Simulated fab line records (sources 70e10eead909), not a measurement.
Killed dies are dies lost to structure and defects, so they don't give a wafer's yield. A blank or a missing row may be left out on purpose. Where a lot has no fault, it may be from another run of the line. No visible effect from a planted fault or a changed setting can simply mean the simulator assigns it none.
Comparing a struck lot with a sound one ; flow nand_harc ; 20 steps out of a route of 1159
Sound: these wafers, L932.1, L932.4, L932.6. The struck wafers were L939.1, L939.2, L939.5. The cause is given at the end.
For every step that has rows: the tool of each side, followed by ch and its chambers, followed by its first start. Under that, the readings that differ: sound wafers ; struck wafers ; difference of the means ; sigmas: that difference in standard deviations of wafers without a fault.
alike: a reading whose means differ by less than 2 such deviations, as well as words and numbers matching on both sides. not compared: withheld readings; readings where some wafer has no value; bounds like >300 that might hide an equal value; numbers whose values overlap and for which the record gives no deviation.
The two part at a step that has a row with sigmas, a row that says differs or no value, or rows on one side only. Numbers that have no deviation but don't overlap get no sigmas and don't part them. Lack of a reading on every wafer of one side parts them only where that side has two or more wafers.

NHARC_P_ZERO_WELL_CD_MEAS_11: target cd 500 nm.
  sound on cd_sem-01 ch 0, day 1 13:14; struck on cd_sem-01 ch 0, day 3 07:15
  alike: cd_nm
then, 1 step without rows for these wafers: NHARC_P_ZERO_WELL_HARDBAKE_12 (time 65 s).
NHARC_P_ZERO_WELL_DESCUM_13: chemistry O2, time 3 s.
  sound on rie_diel-09 ch 0,1,3, day 1 13:24; struck on rie_diel-08 ch 0,2, day 3 07:25
  alike: drypump_motor_current_A, oes_product_au, rf_vpp_V, showerhead_plenum_p_Torr, throttle_valve_pct
  not compared: rf_hours_counter_h
NHARC_P_ZERO_WELL_ETCH_65: etches the open film in N2/H2, target depth 80 nm, overetch 24 nm, time 87.88 s.
  sound on rie_diel-09 ch 1,2,3, day 1 13:29; struck on rie_diel-08 ch 2,3, day 3 07:30
reading;sound;struck;difference;sigmas
showerhead_plenum_p_Torr (Torr);2.17 2.15 2.15;1.90 2.09 1.90;-0.19;-2
  alike: drypump_motor_current_A, h2_flow_sccm, oes_product_au, rf_vpp_V, throttle_valve_pct
  not compared: rf_hours_counter_h
NHARC_P_ZERO_WELL_ETCH_62: etches the open film in CHF3/Ar, target depth 13 nm, time 6.5 s.
  sound: rie_diel-09 ch 1,2,3; struck: rie_diel-08 ch 2,3
reading;sound;struck;difference;sigmas
rf_vpp_V (V);373.1 373.6 375.6;367.3 371.4 366.9;-5.6;-3
showerhead_plenum_p_Torr (Torr);2.46 2.46 2.49;2.20 2.40 2.20;-0.20;-2
  alike: drypump_motor_current_A, oes_product_au, throttle_valve_pct
  not compared: rf_hours_counter_h
NHARC_P_ZERO_WELL_ETCH_63: etches the open film in HBr/Cl2, target depth 120 nm, time 40.1 s.
  sound on rie_si-04 ch 0,1,2, day 1 13:40; struck on rie_si-02 ch 0,2,3, day 3 07:40
reading;sound;struck;difference;sigmas
oes_product_au (a.u.);0.978 0.991 0.990;1.021 1.011 1.015;+0.029;+2
  alike: drypump_motor_current_A, throttle_valve_pct
  not compared: rf_hours_counter_h
then, 6 steps without rows for these wafers: NHARC_P_ZERO_WELL_STRIP_15 (strips in SPM, time 900 s); NHARC_P_ZERO_WELL_DEHYDRATE_16 (time 120 s); NHARC_P_ZERO_WELL_HMDS_17 (time 30 s); NHARC_P_ZERO_WELL_COAT_18; NHARC_P_ZERO_WELL_SOFTBAKE_19 (time 95 s); NHARC_P_ZERO_WELL_EBR_20.
NHARC_P_ZERO_WELL_EXPOSE_21: exposes mask P NWELL, target cd 720 nm.
  sound on krf_scanner-03 ch 0, day 1 14:17; struck on krf_scanner-03 ch 0, day 3 08:26
reading;sound;struck;difference;sigmas
mask;P_NWELL#0 P_NWELL#0 P_NWELL#0;P_NWELL_R1#0 P_NWELL_R1#0 P_NWELL_R1#0;differs;
then, 2 steps without rows for these wafers: NHARC_P_ZERO_WELL_PEB_22 (peb time 85 s); NHARC_P_ZERO_WELL_DEVELOP_23 (time 70 s).
NHARC_P_ZERO_WELL_CD_MEAS_24: target cd 720 nm.
  sound on cd_sem-02 ch 0, day 1 14:27; struck on cd_sem-01 ch 0, day 3 08:35
reading;sound;struck;difference;sigmas
cd_nm (nm);722.2 719.2 721.9;668.7 669.5 670.7;-51.5;-25
then, 1 step without rows for these wafers: NHARC_P_ZERO_WELL_HARDBAKE_25 (time 80 s).
NHARC_P_ZERO_WELL_DESCUM_26: chemistry O2, time 3 s.
  sound on rie_diel-09 ch 0,1,3, day 1 14:37; struck on rie_diel-09 ch 1,2,3, day 3 08:47
reading;sound;struck;difference;sigmas
model.P_ZERO_WELL.cd_nm (nm);721.5 718.9 722;668.5 668.5 670.5;-51.6;
  alike: drypump_motor_current_A, oes_product_au, rf_vpp_V, showerhead_plenum_p_Torr, throttle_valve_pct
  not compared: rf_hours_counter_h
next, for these wafers, 1 step has no rows: NHARC_P_ZERO_WELL_IMPLANT_27.
-- the record jumps here: 18 days lie between the struck wafers' starts before and after (it left off in module P_ZERO_WELL and takes up again in module END, whose first step shown is number 1159 of the route) --
NHARC_END_SORT_01:
  here the record holds rows for the struck wafers (prober-02 ch 0, day 21 19:52) but none for the sound ones

== WHERE THEY PART ==
Earliest at NHARC_P_ZERO_WELL_ETCH_65; latest, in this record, at NHARC_END_SORT_01.

WHY: what had been put in by the simulator
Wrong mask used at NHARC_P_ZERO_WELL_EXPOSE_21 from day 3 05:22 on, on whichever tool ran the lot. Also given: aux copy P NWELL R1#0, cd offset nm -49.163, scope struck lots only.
